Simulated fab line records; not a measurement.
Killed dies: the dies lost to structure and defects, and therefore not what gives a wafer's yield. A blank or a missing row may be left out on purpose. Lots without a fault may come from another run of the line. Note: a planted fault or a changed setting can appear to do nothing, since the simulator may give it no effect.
Split-lot trial    flow n5_finfet    on a route of 1938 steps: 7 lots, 21 wafers read

== SPLIT DETAILS ==
At N5_SD_EPI_N_EPI_21 (deposits Si:P, time 690 s), the setting temp_c was moved away from the recipe's 680 C on 5 of the 21 wafers read, by +0.3% to +0.6%. This setting was run at the recipe's value on the other wafers.

== FROM THE SPLIT TO THE READING: what the file shows between them, 7 steps ==
- N5_SD_EPI_N_PRECLEAN_24: cleans in O3/DIW, time 60 s
- N5_SD_EPI_P_EPI_21: deposits SiGe:B, time 355 s
- N5_SD_EPI_P_HM_STRIP_48: strips SiNx in H3PO4, material SiNx, target depth 3 nm
- N5_SD_EPI_P_SRD_49: time 30 s
- N5_SD_EPI_P_PRECLEAN_24: cleans in O3/DIW, time 45 s
- N5_SD_ACTIVATION_RTA_00: time 0 s
- N5_SD_ACTIVATION_LSA_01: time 0.0008 s

== THE READING ==
RS_SD_N, in ohm/sq, at N5_SD_ACTIVATION_RS_MEAS_03 (measures by four-point-probe). A value of 21.99 ohm/sq with a standard deviation of 0.26 ohm/sq is what fault-free wafers of this fab line usually give.

wafer   tool, chamber at the split  temp_c as run, C  against the recipe  RS_SD_N, ohm/sq  against lot-mates on the recipe
L076.3  epi_rpcvd-03, 0             680               recipe              22.17            -
L076.4  epi_rpcvd-03, 0             680               recipe              22.34            -
L076.6  epi_rpcvd-03, 0             680               recipe              22.26            -
L077.1  epi_rpcvd-04, 0             683.8             +0.6%               20.66            -1.71
L077.2  epi_rpcvd-04, 0             680               recipe              21.98            -
L077.5  epi_rpcvd-04, 0             680               recipe              22.76            -
L085.1  epi_rpcvd-02, 0             680               recipe              21.61            -
L085.4  epi_rpcvd-02, 0             680               recipe              21.80            -
L085.5  epi_rpcvd-02, 0             680               recipe              21.72            -
L088.1  epi_rpcvd-04, 0             681.7             +0.3%               21.63            -0.34
L088.4  epi_rpcvd-04, 0             680               recipe              21.97            -
L088.5  epi_rpcvd-04, 0             681.7             +0.3%               21.59            -0.38
L093.1  epi_rpcvd-04, 0             682.7             +0.4%               20.78            -1.43
L093.3  epi_rpcvd-04, 0             680               recipe              22.21            -
L093.6  epi_rpcvd-04, 0             682.7             +0.4%               20.83            -1.38
L092.1  epi_rpcvd-04, 0             680               recipe              22.25            -
L092.2  epi_rpcvd-04, 0             680               recipe              21.98            -
L092.3  epi_rpcvd-04, 0             680               recipe              22.06            -
L094.2  epi_rpcvd-03, 0             680               recipe              21.84            -
L094.5  epi_rpcvd-03, 0             680               recipe              21.98            -
L094.6  epi_rpcvd-03, 0             680               recipe              21.70            -

THE FIT
A straight line over all 21 wafers: RS_SD_N changes by -2.63 ohm/sq for each +1% of temp_c; r = -0.86; the points scatter about the line by 0.28 ohm/sq.
The same after taking each lot's own level away (the mean of its wafers on the recipe; 21 wafers): -3.04 ohm/sq for each +1%; r = -0.93; scatter 0.21 ohm/sq.
That fit puts the effect of the largest move of temp_c on the reading at 1.7 ohm/sq.
Measured against the standard deviation above, the lots' own levels, which go from 21.710 to 22.370 ohm/sq, span 2.5 times it.
So the lot-to-lot level changes the slope: the two fits differ.
Check: for one of the wafers moved furthest among these (+0.6%), held out of the fit, the line's prediction against its lot-mates is -1.66 ohm/sq. It came out at -1.71 ohm/sq against them.

== THESE WAFERS: OTHER SPLITS ==
Other splits were also applied to these wafers ahead of the reading. Each is held against what the fit with the lots' levels taken away leaves over:
other split on the same wafers             wafers away from the commonest value  r with RS_SD_N (lot level and that fit taken away)
N5_WELL_APT_COAT_02 spin_rpm               7                                     +0.26
N5_PMOS_HMC_CHANNEL_EPI_EXPOSE_06 dose_mj  6                                     -0.23
N5_PMOS_HMC_CHANNEL_EPI_PEB_07 peb_time_s  10                                    -0.54
N5_FIN_SAQP_ETCH_52 source_w               8                                     -0.10
N5_FIN_SAQP_SPACER1_ALD_24 ald_cycles      4                                     -0.06
N5_DUMMY_GATE_ETCH_37 source_w             9                                     -0.03
N5_DUMMY_GATE_ETCH_31 target_depth_a       8                                     +0.29
N5_SD_EPI_N_ETCH_16 target_depth_a         5                                     +0.06

== THE WHOLE CHAIN: every reading that the file lists as answering this split, in the file's order ==
step                         what it does                                            reading                                                                          change (the file's fit)               r (the file's)
N5_SD_EPI_N_EPI_21           deposits Si:P, time 690 s                               Si-P_of_SD_EPI_N_EPI_21.thk_nm (the simulator's own value, which no gauge read)  +9.02 nm for each +1% of the setting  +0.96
N5_SD_EPI_P_HM_STRIP_48      strips SiNx in H3PO4, material SiNx, target depth 3 nm  Si-P_of_SD_EPI_N_EPI_21.thk_nm (the simulator's own value, which no gauge read)  +8.84 nm for each +1% of the setting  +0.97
N5_SD_ACTIVATION_RS_MEAS_03  measures by four-point-probe                            RS_SD_N                                                                          -3 for each +1% of the setting        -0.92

== FILE'S OWN FIT ==
RS_SD_N changes by -3 ohm/sq for each +1% of temp_c, r = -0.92.
